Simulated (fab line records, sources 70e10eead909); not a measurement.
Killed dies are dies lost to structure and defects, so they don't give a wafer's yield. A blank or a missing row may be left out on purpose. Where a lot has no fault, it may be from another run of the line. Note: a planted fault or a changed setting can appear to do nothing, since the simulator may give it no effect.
fab line records    flow nandHarc    part 2 of 2: steps 5 to 6 of 6
record lots=23  wafers=69  lastDay=24
route steps=1159 shown P_M0@267 P_M1@296 P_M2@333
lots that met no fault: taken from a fault-free run of the same line
startH: start of the lot's first displayed wafer, in hours after the record's first day    waitH: hours elapsed since this lot's preceding step    " repeats the value in the row above    L1.1+2: a single row standing in for several wafers    - either no value or no given start    * or withheld: withheld    < > ~ a bound
route shown NAME@n: NAME is a module with steps in the file, n the number in the route of the first one    usual: the fault-free wafers' mean and standard deviation    same: alike in all rows    chamber/n: place in a boat    sites: each site's reading    _std_site: their standard deviation    _edge_site: inner sites' mean taken away from outer sites' mean    radiusMm: for every site, how far away it sits from the centre of the wafer    mask NAME#n: copy n    behind: the last tool/chamber to shape the wafer    hold: the reason the lot was held/the length of the hold in hours/how it ended    device: the n, p or np transistor that did not switch    end of line: the tests these same wafers got at the end of their route    a step without rows: its recipe alone    killed: dies lost to structure and defects at the first sort, not the wafer's yield    map: a wafer's dies, x killed, . not, _ none there
set.NAME: the setting as run; set.NAME@STEP: as run at that earlier step    model.NAME: the simulator's own value behind a step, which no gauge read
one table for each step of the route and one row for each wafer, over a sample of lots
services: from which hour (startH, from the record's first day; less than 0 if before it) a tool's chamber was out of use, for how many hours, and why
## steps
# step NHARC_P_M2_ETCH_15
# recipe targetDepthA=1825  timeS=91.2  c4f8FlowSccm=withheld  arFlowSccm=400  rfW=600  biasW=300  chemistry=C4F8/Ar
# usual oesProductAu=0.945/0.022  rfFwdPowerW=595.4/2.6  rfVppV=439.9/2.9
lot.wafer  tool        chamber  startH  waitH  oesProductAu  rfFwdPowerW  rfHoursCounterH  rfVppV
L074.4     rieDiel-03  0        -       -      0.947         597.0        3                441.3
L074.3     "           1        "       "      0.976         598.1        3                440.5
L074.6     "           0        "       "      0.952         595.6        -                441.3
L075.4     rieDiel-03  1        -       -      0.951         595.8        3                440.4
L075.1     "           3        "       "      0.968         594.9        3                444.9
L075.6     "           1        "       "      0.941         596.4        -                439.2
L076.2     rieDiel-11  1        -       -      0.919         599.6        13               437.6
L076.3     "           2        "       "      0.923         598.3        24               437.7
L076.6     "           0        "       "      0.929         597.1        -                443.0
L077.4     rieDiel-03  1        -       -      0.917         595.4        3                439.5
L077.1     "           2        "       "      0.919         589.1        3                438.2
L077.6     "           0        "       "      0.910         595.4        -                440.6
L078.2     rieDiel-11  2        -       -      0.911         599.9        25               437.7
L078.5     "           2        "       "      0.925         598.7        -                436.3
L078.6     "           3        "       "      0.927         596.8        -                437.8
L081.2     rieDiel-03  2        -       -      0.978         591.0        4                437.7
L081.1     "           0        "       "      0.954         597.8        4                440.8
L081.5     "           1        "       "      0.971         595.1        -                439.2
L080.3     rieDiel-11  0        -       -      0.915         594.7        28               442.6
L080.2     "           3        "       "      0.928         598.3        31               436.1
L080.5     "           3        "       "      0.933         594.2        -                437.5
L079.4     rieDiel-03  0        -       -      0.945         596.7        4                439.8
L079.3     "           1        "       "      0.959         595.7        4                439.2
L079.6     "           3        "       "      0.950         594.3        -                444.4
L082.1     rieDiel-03  3        -       -      0.951         595.0        4                444.5
L082.4     "           1        "       "      0.935         596.2        5                440.0
L082.2     "           2        "       "      0.935         592.4        4                436.3
L083.1     rieDiel-03  2        -       -      0.956         590.4        5                437.3
L083.4     "           3        "       "      0.962         592.3        4                444.5
L083.5     "           2        "       "      0.963         593.4        -                437.9
L084.4     rieDiel-03  1        -       -      0.921         595.3        5                441.3
L084.3     "           3        "       "      0.930         598.2        4                443.6
L084.6     "           1        "       "      0.918         596.5        -                441.3
L087.3     rieDiel-09  3        -       -      0.918         594.5        37               441.8
L087.1     "           2        "       "      0.936         595.5        38               444.2
L087.5     "           0        "       "      0.927         598.2        -                436.1
L086.1     rieDiel-03  3        -       -      0.970         593.4        5                445.3
L086.4     "           0        "       "      0.945         593.8        6                440.0
L086.2     "           1        "       "      0.949         596.6        6                440.3
L085.2     rieDiel-09  3        -       -      0.923         597.4        46               441.0
L085.1     "           2        "       "      0.925         599.0        46               442.1
L085.5     "           0        "       "      0.932         597.1        -                435.4
L088.3     rieDiel-11  2        -       -      0.928         597.9        3                436.3
L088.4     "           3        "       "      0.914         596.4        1                437.2
L088.6     "           1        "       "      0.919         597.1        -                435.7
L090.1     rieDiel-03  0        -       -      0.942         597.4        0                440.4
L090.2     "           1        "       "      0.974         598.9        0                439.6
L090.6     "           3        "       "      0.970         597.7        -                443.9
L091.3     rieDiel-03  0        -       -      0.946         598.9        0                442.1
L091.2     "           1        "       "      0.973         595.4        0                442.3
L091.6     "           1        "       "      0.969         595.7        -                441.9
L094.4     rieDiel-03  0        -       -      0.956         593.5        1                441.3
L094.1     "           2        "       "      0.960         592.1        1                437.6
L094.2     "           3        "       "      0.975         595.1        1                444.4
L093.2     rieDiel-11  1        -       -      0.907         595.6        5                436.2
L093.5     "           0        "       "      0.922         597.0        -                442.2
L093.6     "           1        "       "      0.906         597.5        -                435.8
L092.2     rieDiel-11  2        -       -      0.926         595.7        7                437.8
L092.3     "           0        "       "      0.947         593.0        8                443.6
L092.6     "           3        "       "      0.922         597.4        -                436.0
L095.2     rieDiel-03  2        -       -      0.943         591.6        1                437.5
L095.3     "           0        "       "      0.954         593.8        1                439.0
L095.4     "           1        "       "      0.956         596.1        1                439.9
L096.1     rieDiel-03  0        -       -      0.955         598.0        1                440.5
L096.4     "           1        "       "      0.986         594.6        1                439.1
L096.3     "           3        "       "      0.975         593.9        1                444.3
L097.4     rieDiel-03  3        -       -      0.952         594.3        2                444.5
L097.5     "           2        "       "      0.952         592.2        -                438.0
L097.6     "           3        "       "      0.969         595.5        -                444.5
# step NHARC_P_M2_STRIP_18
# recipe powerW=1000  n2FlowSccm=150  h2FlowSccm=150  arFlowSccm=0  biasW=0  chemistry=N2/H2
# usual drypumpMotorCurrentA=5.8/0.43  mfcArSccm=0.002/0.0087  oesProductAu=0.997/0.0097  rfFwdPowerW=997/3  rfVppV=90.5/0.93  showerheadPlenumPTorr=2.01/0.098  throttleValvePct=14.171/0.0089
lot.wafer  tool        chamber  startH  waitH  drypumpMotorCurrentA  mfcArSccm  oesProductAu  rfFwdPowerW  rfHoursCounterH  rfVppV  showerheadPlenumPTorr  throttleValvePct
L074.3     rieDiel-09  1        127.95  0.1    5.0                   0.041      1.006         996          14               90.1    1.97                   14.183
L074.4     "           3        "       "      5.4                   0          0.998         997          14               90.0    2.09                   14.177
L074.6     "           2        "       "      6.4                   0          0.997         997          -                91.4    2.13                   14.176
L075.4     rieDiel-03  1        137.03  0.1    5.6                   0          0.988         1002         3                90.0    2.01                   14.171
L075.1     "           2        "       "      6.2                   0          1.008         996          3                91.5    1.91                   14.151
L075.6     "           1        "       "      5.7                   0          0.993         997          -                89.5    2.01                   14.167
L076.3     rieDiel-03  1        137.41  0.1    5.6                   0          1.001         1001         3                91.1    2.01                   14.170
L076.2     "           0        "       "      5.5                   0          0.998         997          3                89.6    2.05                   14.158
L076.6     "           2        "       "      6.1                   0          1.006         995          -                89.8    1.91                   14.171
L077.1     rieDiel-11  0        146.73  0.1    5.2                   0          1.007         997          23               90.9    2.13                   14.164
L077.4     "           2        "       "      5.8                   0          0.992         999          25               91.0    1.91                   14.160
L077.6     "           0        "       "      5.2                   0          1.006         994          -                92.0    2.12                   14.165
L078.2     rieDiel-11  2        148.18  0.1    5.9                   0          0.980         995          25               90.5    1.91                   14.165
L078.6     "           2        "       "      5.9                   0          0.978         995          -                89.9    1.91                   14.169
L078.5     "           3        "       "      5.2                   0          1.007         992          -                91.6    1.90                   14.165
L081.2     rieDiel-11  3        163.75  0.1    5.2                   0          1.003         997          31               89.5    1.90                   14.160
L081.1     "           0        "       "      5.2                   0          1.002         995          28               91.6    2.12                   14.167
L081.5     "           0        "       "      5.2                   0          1.004         999          -                90.9    2.12                   14.165
L080.3     rieDiel-03  2        165.04  0.1    6.2                   0          0.999         995          4                91.6    1.90                   14.170
L080.2     "           1        "       "      5.6                   0          0.982         995          4                91.4    2.01                   14.159
L080.5     "           2        "       "      6.2                   0          0.996         993          -                91.6    1.90                   14.183
L079.4     rieDiel-03  2        166.20  0.1    6.2                   0          0.999         994          4                91.8    1.90                   14.176
L079.3     "           0        "       "      5.5                   0          0.994         994          4                90.0    2.05                   14.180
L079.6     "           2        "       "      6.2                   0          1.002         989          -                89.0    1.90                   14.167
L082.2     rieDiel-03  1        171.68  0.1    5.7                   0          0.996         994          5                89.9    2.01                   14.164
L082.4     "           3        "       "      6.3                   0.002      0.994         998          4                91.6    2.16                   14.169
L082.1     "           0        "       "      5.5                   0          1.003         998          4                90.8    2.05                   14.164
L083.1     rieDiel-09  2        175.31  0.2    6.4                   0          1.008         998          31               90.4    2.12                   14.186
L083.4     "           3        "       "      5.4                   0          0.982         994          30               91.7    2.08                   14.162
L083.5     "           0        "       "      5.4                   0          1.010         998          -                90.5    1.89                   14.170
L084.3     rieDiel-03  0        180.18  0.1    5.5                   0          0.997         997          5                90.4    2.05                   14.172
L084.4     "           3        "       "      6.3                   0.002      0.996         995          4                90.4    2.16                   14.179
L084.6     "           0        "       "      5.6                   0          0.989         997          -                92.1    2.05                   14.183
L087.1     rieDiel-03  2        200.96  0.1    6.1                   0          0.998         991          5                89.6    1.90                   14.180
L087.3     "           0        "       "      5.5                   0          0.987         997          6                88.9    2.05                   14.172
L087.5     "           3        "       "      6.3                   0.002      1.001         998          -                92.3    2.16                   14.210
L086.2     rieDiel-03  1        201.97  0.1    5.6                   0          1.014         997          6                90.0    2.01                   14.165
L086.1     "           3        "       "      6.3                   0.002      0.999         996          5                90.6    2.16                   14.184
L086.4     "           0        "       "      5.5                   0          0.980         995          6                91.5    2.05                   14.173
L085.1     rieDiel-11  0        222.01  0.1    5.2                   0          1.000         997          3                91.2    2.12                   14.160
L085.2     "           1        "       "      5.7                   0          0.995         1001         0                89.9    1.89                   14.177
L085.5     "           0        "       "      5.2                   0          1.008         1000         -                89.7    2.12                   14.165
L088.3     rieDiel-09  1        223.48  0.1    5.0                   0.041      0.990         998          53               89.9    1.95                   14.180
L088.4     "           3        "       "      5.4                   0          0.987         997          46               90.8    2.08                   14.162
L088.6     "           2        "       "      6.4                   0          1.001         1001         -                91.3    2.12                   14.169
L090.1     rieDiel-03  1        230.03  0.1    5.6                   0          1.006         997          0                90.3    2.01                   14.162
L090.2     "           2        "       "      6.2                   0          1.005         993          0                89.8    1.90                   14.161
L090.6     "           0        "       "      5.5                   0          0.983         1001         -                89.8    2.05                   14.176
L091.2     rieDiel-03  2        231.55  0.1    6.2                   0          1.000         993          0                89.3    1.90                   14.177
L091.3     "           3        "       "      6.3                   0.002      0.987         998          0                91.3    2.16                   14.151
L091.6     "           1        "       "      5.6                   0          1.008         1002         -                89.7    2.01                   14.167
L094.1     rieDiel-03  0        239.47  0.1    5.5                   0          0.972         1001         1                89.4    2.05                   14.183
L094.2     "           1        "       "      5.7                   0          1.006         1002         1                91.1    2.01                   14.182
L094.4     "           2        "       "      6.2                   0          1.000         993          1                89.4    1.90                   14.171
L093.2     rieDiel-03  3        241.42  0.1    6.3                   0.002      0.992         1001         1                91.4    2.16                   14.167
L093.6     "           0        "       "      5.5                   0          0.982         1002         -                90.6    2.05                   14.181
L093.5     "           1        "       "      5.6                   0          1.006         995          -                90.3    2.01                   14.167
L092.3     rieDiel-09  2        241.73  0.1    6.4                   0          1.004         999          57               92.0    2.11                   14.183
L092.2     "           1        "       "      5.0                   0.041      0.989         1001         63               89.6    1.95                   14.186
L092.6     "           3        "       "      5.3                   0          0.998         1003         -                90.8    2.07                   14.150
L095.4     rieDiel-03  1        254.46  0.1    5.6                   0          1.020         992          1                90.1    2.01                   14.173
L095.3     "           2        "       "      6.2                   0          0.992         1000         1                89.8    1.90                   14.187
L095.2     "           3        "       "      6.3                   0.002      0.997         994          1                90.5    2.16                   14.186
L096.3     rieDiel-03  3        255.28  0.1    6.3                   0.002      0.998         996          1                92.2    2.16                   14.187
L096.4     "           0        "       "      5.5                   0          0.986         996          1                89.9    2.05                   14.167
L096.1     "           1        "       "      5.6                   0          1.008         996          1                90.0    2.01                   14.184
L097.4     rieDiel-03  2        263.85  0.1    6.2                   0          0.995         993          2                89.8    1.90                   14.176
L097.5     "           3        "       "      6.3                   0.002      0.996         993          -                91.1    2.16                   14.163
L097.6     "           0        "       "      5.5                   0          0.976         997          -                90.8    2.05                   14.186
## services
tool        chamber  startH  hours  kind
pecvd-03    0        96.22   8.7    repair
pecvd-03    -        111.00  13.0   pm
rieDiel-03  3        111.01  12.5   repair
rieDiel-04  -        111.90  9.0    pm
rieDiel-11  -        122.58  0.6    repair
rieDiel-01  -        137.82  9.0    pm
rieDiel-05  2        138.18  5.3    repair
rieDiel-03  3        146.83  2.6    repair
pecvd-04    1        153.72  23.2   repair
rieDiel-11  1        160.96  54.7   repair
rieDiel-05  -        163.60  9.0    pm
rieDiel-01  -        167.47  4.0    repair
rieDiel-05  3        175.03  9.2    repair
rieDiel-11  3        180.19  3.9    repair
rieDiel-11  -        189.50  9.0    pm
rieDiel-01  1        191.65  5.2    repair
pecvd-04    -        195.42  13.0   pm
rieDiel-11  3        200.19  10.1   repair
rieDiel-12  -        202.40  9.0    pm
rieDiel-01  0        209.98  2.7    repair
rieDiel-11  3        212.09  6.8    repair
rieDiel-03  -        215.33  9.0    pm
rieDiel-01  0        219.83  4.9    repair
rieDiel-01  2        246.50  4.1    repair
